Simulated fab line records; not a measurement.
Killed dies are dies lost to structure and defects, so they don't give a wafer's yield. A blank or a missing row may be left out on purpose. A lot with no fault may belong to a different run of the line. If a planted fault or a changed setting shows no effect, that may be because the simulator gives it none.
Which tool was responsible? | flow n5 finfet | 8 lots, 23 wafers sampled, at 6 steps of a route of 1938

== WHAT THE GAUGES READ, wafer by wafer ==
N5_BEOL_M13_CD_MEAS_17: the cd target is 190 nm. Usual: cd nm reads 191.0 nm (standard deviation 2).
lot  | measured     | on        | cd nm (nm)        | flag
L341 | day 10 10:21 | cd sem-02 | 190.5 188.1 192.4 |
L343 | day 11 03:35 | cd sem-02 | 192.2 192.6       |
L346 | day 12 05:14 | cd sem-02 | 190.7 191.1 188.5 |
L347 | day 12 09:25 | cd sem-02 | 195.1 191.6 191.6 |
L350 | day 13 01:21 | cd sem-03 | 193.1 189.7 188.2 |
L352 | day 13 06:16 | cd sem-03 | 193.5 191.0 194.6 |
L354 | day 14 02:23 | cd sem-01 | 188.2 191.8 187.5 |
L357 | day 14 20:10 | cd sem-01 | 188.3 190.7 188.9 |

N5_BEOL_M13_CD_MEAS_28: the cd target is 209.5 nm. Usual: cd nm reads 209.5 nm (standard deviation 1.4).
lot  | measured     | on        | cd nm (nm)        | flag
L341 | day 10 10:41 | cd sem-01 | 207.0 208.8 209.0 |
L343 | day 11 04:02 | cd sem-01 | 209.7 208.4       |
L346 | day 12 05:41 | cd sem-02 | 208.6 210.1 209.0 |
L347 | day 12 09:44 | cd sem-02 | 207.8 206.6 209.0 |
L350 | day 13 01:40 | cd sem-01 | 209.4 210.4 210.3 |
L352 | day 13 06:43 | cd sem-03 | 209.1 209.2 209.9 |
L354 | day 14 02:42 | cd sem-03 | 222.0 223.3 219.9 | OFF
L357 | day 14 20:37 | cd sem-01 | 221.7 220.5 222.4 | OFF

N5_BEOL_M15_RC_MEAS_101. Usual: COMB_M10 1.4e-11 S/m, standard deviation 2.8e-12; COMB_M11 1.5e-11 S/m, standard deviation 3e-12; COMB_M12 6.2e-12 S/m, standard deviation 1.2e-12; COMB_M12_max_site 8.9e-12 S/m, standard deviation 1.9e-12; COMB_M13 4.6e-12 S/m, standard deviation 1.2e-12; COMB_M14 3.5e-12 S/m, standard deviation 8.7e-13; COMB_M15 2.5e-12 S/m, standard deviation 7.4e-13; COMB_M5 3.7e-11 S/m, standard deviation 6.5e-12; COMB_M6 2.6e-11 S/m, standard deviation 5.1e-12; COMB_M7 2.5e-11 S/m, standard deviation 4.2e-12; COMB_M7_max_site 3.5e-11 S/m, standard deviation 6.7e-12; COMB_M8 2.7e-11 S/m, standard deviation 5.9e-12; COMB_M8_max_site 3.8e-11 S/m, standard deviation 9.3e-12; COMB_M9 1.4e-11 S/m, standard deviation 3.2e-12; SERP_M10 3.05 ohm/um, standard deviation 0.11; SERP_M11 3.09 ohm/um, standard deviation 0.12; SERP_M12 0.633 ohm/um, standard deviation 0.022; SERP_M13 0.314 ohm/um, standard deviation 0.0074; SERP_M13_max_site 0.317 ohm/um, standard deviation 0.0076; SERP_M14 0.161 ohm/um, standard deviation 0.0076; SERP_M5 38.5 ohm/um, standard deviation 2.2; SERP_M6 14.0 ohm/um, standard deviation 0.73; SERP_M7 13.9 ohm/um, standard deviation 0.94; SERP_M8 14.0 ohm/um, standard deviation 0.71; SERP_M9 3.09 ohm/um, standard deviation 0.12.
lot  | measured     | on        | COMB_M10 (S/m)             | COMB_M11 (S/m)          | COMB_M12 (S/m)           | COMB_M12_max_site (S/m)   | COMB_M13 (S/m)          | COMB_M14 (S/m)          | COMB_M15 (S/m)          | COMB_M5 (S/m)           | COMB_M6 (S/m)           | COMB_M7 (S/m)           | COMB_M7_max_site (S/m)  | COMB_M8 (S/m)           | COMB_M8_max_site (S/m)  | COMB_M9 (S/m)           | SERP_M10 (ohm/um) | SERP_M11 (ohm/um) | SERP_M12 (ohm/um) | SERP_M13 (ohm/um) | SERP_M13_max_site (ohm/um) | SERP_M14 (ohm/um) | SERP_M5 (ohm/um) | SERP_M6 (ohm/um) | SERP_M7 (ohm/um) | SERP_M8 (ohm/um) | SERP_M9 (ohm/um) | flag
L341 | day 11 05:42 | prober-01 | 1.49e-11 1.56e-11 1.89e-11 | 1.2e-11 1.8e-11 1.4e-11 | 1.05e-11 7.6e-12 9.4e-12 | 1.23e-11 9.4e-12 1.34e-11 | 2.8e-12 3.4e-12 4e-12   | 2.8e-12 2.7e-12 3.2e-12 | 2.8e-12 1.6e-12 2e-12   | 4.8e-11 3e-11 3.2e-11   | 2.1e-11 2.1e-11 1.6e-11 | 2e-11 2.5e-11 2.8e-11   | 3.1e-11 4.1e-11 3.5e-11 | 2.4e-11 2.3e-11 1.6e-11 | 4.4e-11 3.1e-11 2.3e-11 | 1.1e-11 1.2e-11 1.4e-11 | 2.97 2.93 3.05    | 2.83 3.01 3.03    | 0.642 0.624 0.596 | 0.319 0.317 0.310 | 0.322 0.321 0.315          | 0.177 0.177 0.173 | 40.5 38.3 40.2   | 13.3 14.0 15.3   | 13.5 13.7 13.3   | 14.0 15.3 12.4   | 2.99 2.88 3.15   |
L343 | day 12 00:37 | prober-01 | 1.73e-11 1.48e-11          | 1.5e-11 1.1e-11         | 4.5e-12 7.4e-12          | 7.4e-12 1.21e-11          | 5.6e-12 5.1e-12         | 3.7e-12 1.8e-12         | 3.2e-12 1.7e-12         | 4e-11 3.2e-11           | 3.7e-11 2.6e-11         | 2.3e-11 3.1e-11         | 3e-11 3.9e-11           | 2.5e-11 2.6e-11         | 3.1e-11 4.3e-11         | 1e-11 1.6e-11           | 3.26 2.92         | 3.08 3.25         | 0.621 0.619       | 0.316 0.320       | 0.319 0.324                | 0.154 0.177       | 35.9 38.5        | 14.4 14.2        | 13.9 13.4        | 14.7 13.7        | 3.00 3.11        |
L346 | day 12 18:28 | prober-02 | 1.73e-11 1.82e-11 1.1e-11  | 1.4e-11 1.1e-11 1.5e-11 | 7.4e-12 8e-12 4.9e-12    | 1.12e-11 1.05e-11 6.5e-12 | 4.8e-12 4.6e-12 5e-12   | 2.9e-12 4e-12 5.4e-12   | 3.4e-12 2.7e-12 3e-12   | 3.3e-11 3.4e-11 3.4e-11 | 2.6e-11 2.7e-11 2.7e-11 | 2.2e-11 2.1e-11 2.9e-11 | 2.9e-11 2.8e-11 4.2e-11 | 3e-11 2.6e-11 2.6e-11   | 3.8e-11 5.2e-11 3.9e-11 | 1.1e-11 9e-12 1.9e-11   | 2.92 2.96 3.06    | 3.17 2.90 2.99    | 0.653 0.602 0.611 | 0.320 0.322 0.300 | 0.322 0.325 0.302          | 0.174 0.157 0.159 | 37.3 40.7 43.3   | 13.9 14.4 15.0   | 12.9 14.3 13.6   | 13.8 13.4 13.4   | 3.01 2.99 3.29   |
L347 | day 13 00:23 | prober-02 | 1.28e-11 1.64e-11 1.19e-11 | 1.2e-11 1.9e-11 1.3e-11 | 5.8e-12 6.9e-12 7.3e-12  | 8.3e-12 9.1e-12 1.1e-11   | 5.5e-12 4.3e-12 5.9e-12 | 3.4e-12 4.3e-12 4.2e-12 | 2.8e-12 2.9e-12 3.7e-12 | 4.2e-11 4.1e-11 3.9e-11 | 2.8e-11 1.9e-11 2.2e-11 | 2.1e-11 2.4e-11 2.5e-11 | 3.2e-11 3.7e-11 3.3e-11 | 2.2e-11 2.1e-11 1.6e-11 | 3e-11 3e-11 2.3e-11     | 1.1e-11 1.4e-11 1.4e-11 | 2.93 3.26 3.07    | 3.43 3.16 3.15    | 0.628 0.618 0.654 | 0.329 0.309 0.309 | 0.335 0.313 0.312          | 0.159 0.163 0.157 | 40.6 38.8 39.1   | 14.5 14.1 14.6   | 14.4 13.9 14.6   | 14.5 14.0 13.7   | 2.99 3.04 3.33   |
L350 | day 13 20:41 | prober-01 | 8.3e-12 9.2e-12 1.31e-11   | 9e-12 1.1e-11 9e-12     | 8.2e-12 7.2e-12 7.1e-12  | 1.07e-11 8.5e-12 1.11e-11 | 3.9e-12 3.1e-12 3.5e-12 | 3.6e-12 1.6e-12 2.8e-12 | 2.2e-12 2.8e-12 2.1e-12 | 3.7e-11 3.5e-11 5e-11   | 2.7e-11 3.9e-11 2.8e-11 | 2.8e-11 2.4e-11 2.3e-11 | 4.1e-11 4.1e-11 4.5e-11 | 2e-11 1.8e-11 2.2e-11   | 2.7e-11 2.6e-11 2.6e-11 | 1.5e-11 1.5e-11 1.3e-11 | 3.24 3.04 3.07    | 3.25 3.06 3.18    | 0.657 0.625 0.648 | 0.301 0.318 0.303 | 0.303 0.323 0.307          | 0.153 0.169 0.154 | 38.0 37.5 35.7   | 14.2 14.5 14.5   | 13.4 13.5 13.3   | 12.8 15.0 14.2   | 3.06 3.00 3.10   |
L352 | day 13 21:37 | prober-01 | 8.6e-12 1.26e-11 1.71e-11  | 1.2e-11 1e-11 1.2e-11   | 5.8e-12 5.5e-12 6e-12    | 6.7e-12 1.13e-11 1.08e-11 | 5.7e-12 3.4e-12 2.4e-12 | 3.6e-12 3.9e-12 3.6e-12 | 1.8e-12 1.8e-12 2.1e-12 | 4e-11 4.5e-11 3.1e-11   | 3.2e-11 2.2e-11 2.4e-11 | 2.3e-11 2.9e-11 2.2e-11 | 3.2e-11 4.7e-11 2.9e-11 | 2.7e-11 2.4e-11 2e-11   | 3.8e-11 3.6e-11 3.5e-11 | 1.3e-11 1.4e-11 1e-11   | 2.98 3.17 3.14    | 3.12 3.06 3.23    | 0.655 0.648 0.675 | 0.327 0.317 0.314 | 0.329 0.320 0.319          | 0.154 0.155 0.158 | 38.4 40.1 36.8   | 13.4 14.4 15.5   | 14.8 14.9 16.0   | 13.3 13.4 13.5   | 3.01 2.99 3.10   |
L354 | day 14 17:14 | prober-01 | 1.23e-11 1.44e-11 1.79e-11 | 1.4e-11 1.2e-11 1.5e-11 | 5e-12 5.5e-12 5.7e-12    | 7.4e-12 8.7e-12 7.3e-12   | 4.5e-12 3.1e-12 3.7e-12 | 4.4e-12 4.6e-12 4.5e-12 | 2.1e-12 1.6e-12 2.3e-12 | 4.2e-11 2.9e-11 3.1e-11 | 3.8e-11 2.8e-11 2.8e-11 | 2.6e-11 2e-11 2.2e-11   | 3.5e-11 3.6e-11 4.4e-11 | 3.4e-11 2.4e-11 2.6e-11 | 4.1e-11 2.7e-11 4.5e-11 | 1.6e-11 1.4e-11 1.2e-11 | 2.85 2.95 3.18    | 3.20 3.26 3.12    | 0.629 0.636 0.618 | 0.295 0.269 0.291 | 0.296 0.270 0.295          | 0.167 0.150 0.159 | 37.0 37.0 40.0   | 14.7 14.1 14.6   | 12.5 13.0 12.8   | 13.0 13.9 13.5   | 2.96 2.94 3.25   | OFF
L357 | day 15 17:46 | prober-01 | 1.07e-11 1.18e-11 1.12e-11 | 2.2e-11 1.4e-11 1.1e-11 | 6.7e-12 6.6e-12 6.5e-12  | 8.7e-12 9.8e-12 9.3e-12   | 3.6e-12 3.6e-12 4.2e-12 | 3.3e-12 2.5e-12 2.6e-12 | 2.2e-12 1.9e-12 1.4e-12 | 4.6e-11 3e-11 3.6e-11   | 1.8e-11 1.8e-11 2.6e-11 | 2.3e-11 2.1e-11 2.2e-11 | 4.5e-11 2.8e-11 3e-11   | 2.8e-11 2.3e-11 2.9e-11 | 5.1e-11 3.9e-11 3.6e-11 | 1.5e-11 1e-11 8e-12     | 3.15 3.06 3.12    | 3.13 3.11 3.33    | 0.655 0.593 0.660 | 0.296 0.297 0.293 | 0.299 0.300 0.297          | 0.168 0.167 0.154 | 35.9 39.9 36.9   | 15.3 13.1 14.1   | 13.8 14.2 14.9   | 14.4 13.5 14.7   | 3.25 2.88 3.30   |

== TOOL THAT RAN EACH LOT (tool first, then ch and the chambers of the sampled wafers, then the start) ==
lot  | N5_BEOL_M13_ILD_DEP_00          | N5_BEOL_M13_STRIP_63                 | N5_BEOL_M13_EXPOSE_25
L341 | pecvd-02 ch 0,1, day 10 09:17   | plasma asher-02 ch 0,1, day 10 10:08 | krf scanner-01 ch 0, day 10 10:30
L343 | pecvd-04 ch 0,1, day 11 02:09   | plasma asher-02 ch 0,1, day 11 03:22 | krf scanner-02 ch 0, day 11 03:52
L346 | pecvd-02 ch 0,1,2, day 12 04:02 | plasma asher-02 ch 0,1, day 12 05:02 | krf scanner-02 ch 0, day 12 05:31
L347 | pecvd-02 ch 0,1, day 12 07:55   | plasma asher-02 ch 0,1, day 12 09:13 | krf scanner-02 ch 0, day 12 09:34
L350 | pecvd-04 ch 1,2, day 13 00:09   | plasma asher-02 ch 0,1, day 13 01:08 | krf scanner-02 ch 0, day 13 01:30
L352 | pecvd-04 ch 0,1,2, day 13 05:11 | plasma asher-01 ch 0,1, day 13 06:04 | krf scanner-01 ch 0, day 13 06:32
L354 | pecvd-04 ch 0,1,2, day 14 00:54 | plasma asher-01 ch 0,1, day 14 02:10 | krf scanner-02 ch 0, day 14 02:32
L357 | pecvd-01 ch 1,2, day 14 18:55   | plasma asher-01 ch 0,1, day 14 19:58 | krf scanner-02 ch 0, day 14 20:28
- N5_BEOL_M13_ILD_DEP_00: deposits SiOC from DEMS/O2, target thk 837.92 nm, time 166.4 s.
- N5_BEOL_M13_STRIP_63: strips in N2/H2.
- N5_BEOL_M13_EXPOSE_25: exposes mask M13, target cd 210 nm.

== WHAT THE TOOLS THEMSELVES READ (means of the sampled wafers that have a number; where no wafer has one, the mark that the record gives instead) ==
N5_BEOL_M13_ILD_DEP_00. Usual: chamber pressure Torr 5.001 Torr, standard deviation 0.011; heater power w 472 W, standard deviation 56; showerhead plenum p Torr 5.702 Torr, standard deviation 0.016; throttle valve pct 11.8 %, standard deviation 0.75.
lot  | tool     | chamber pressure Torr (Torr) | heater power w (W) | showerhead plenum p Torr (Torr) | throttle valve pct (%) | flag
L341 | pecvd-02 | 5.005                        | 437                | 5.698                           | 12.7                   |
L343 | pecvd-04 | 5.004                        | 478                | 5.717                           | 11.8                   |
L346 | pecvd-02 | 5.014                        | 476                | 5.701                           | 12.3                   |
L347 | pecvd-02 | 5.005                        | 456                | 5.703                           | 12.7                   |
L350 | pecvd-04 | 4.990                        | 507                | 5.707                           | 11.7                   |
L352 | pecvd-04 | 5.011                        | 516                | 5.705                           | 11.5                   |
L354 | pecvd-04 | 5.001                        | 515                | 5.709                           | 11.4                   |
L357 | pecvd-01 | 5.001                        | 468                | 5.669                           | 11.8                   |

N5_BEOL_M13_STRIP_63. Usual: drypump motor current A 5.51 A, standard deviation 0.26; heater power w 328 W, standard deviation 20; oes product au 0.674 a.u., standard deviation 0.0049; strip time to endpoint s 27.6 s, standard deviation 1.5.
lot  | tool            | drypump motor current A (A) | heater power w (W) | oes product au (a.u.) | strip time to endpoint s (s) | flag
L341 | plasma asher-02 | 5.50                        | 313                | 0.668                 | 26.9                         |
L343 | plasma asher-02 | 5.47                        | 316                | 0.671                 | 27.5                         |
L346 | plasma asher-02 | 5.49                        | 312                | 0.675                 | 28.2                         |
L347 | plasma asher-02 | 5.50                        | 316                | 0.669                 | 25.7                         |
L350 | plasma asher-02 | 5.46                        | 310                | 0.678                 | 27.7                         |
L352 | plasma asher-01 | 5.69                        | 353                | 0.682                 | 27.9                         |
L354 | plasma asher-01 | 5.68                        | 351                | 0.677                 | 28.3                         |
L357 | plasma asher-01 | 5.71                        | 348                | 0.678                 | 28.9                         |

N5_BEOL_M13_EXPOSE_25. Usual: exposure dose mJ cm2 reads 21.992 (standard deviation 0.02).
lot  | tool           | exposure dose mJ cm2 | flag
L341 | krf scanner-01 | 21.999               |
L343 | krf scanner-02 | 21.979               |
L346 | krf scanner-02 | 21.996               |
L347 | krf scanner-02 | 22.002               |
L350 | krf scanner-02 | 22.001               |
L352 | krf scanner-01 | 21.993               |
L354 | krf scanner-02 | 25.038               | OFF
L357 | krf scanner-02 | 24.425               | OFF

== THE ANSWER, worked out from the rows above alone ==
Rule: a lot is off if the mean of its wafers that have a number lies more than 3 standard deviations from the usual mean. Also off: a lot with no number at a reading for which 4 or more lots have one. The other lots that the step has rows for count as sound. The gauges are gone through in route order, then the tools' own readings, and for those a lot's mean is taken as printed above. At the first step where some lot is off, the reading lying furthest off is the one used; lots without a number count as furthest.
Off at N5_BEOL_M13_CD_MEAS_28 (cd nm): L354, L357.
If a tool, at a process step before that reading, ran all the lots that are off and no sound lot after the first of them, it fits. Not tried: the gauges at N5_BEOL_M13_CD_MEAS_28; whatever is off there is also off at N5_BEOL_M13_EXPOSE_25, on other tools, and gauge error can't account for it. Can't be told from this: 2 tools fit, plasma asher-01 at N5_BEOL_M13_STRIP_63, krf scanner-02 at N5_BEOL_M13_EXPOSE_25.

== WHAT HAD BEEN PUT IN BY THE SIMULATOR ==
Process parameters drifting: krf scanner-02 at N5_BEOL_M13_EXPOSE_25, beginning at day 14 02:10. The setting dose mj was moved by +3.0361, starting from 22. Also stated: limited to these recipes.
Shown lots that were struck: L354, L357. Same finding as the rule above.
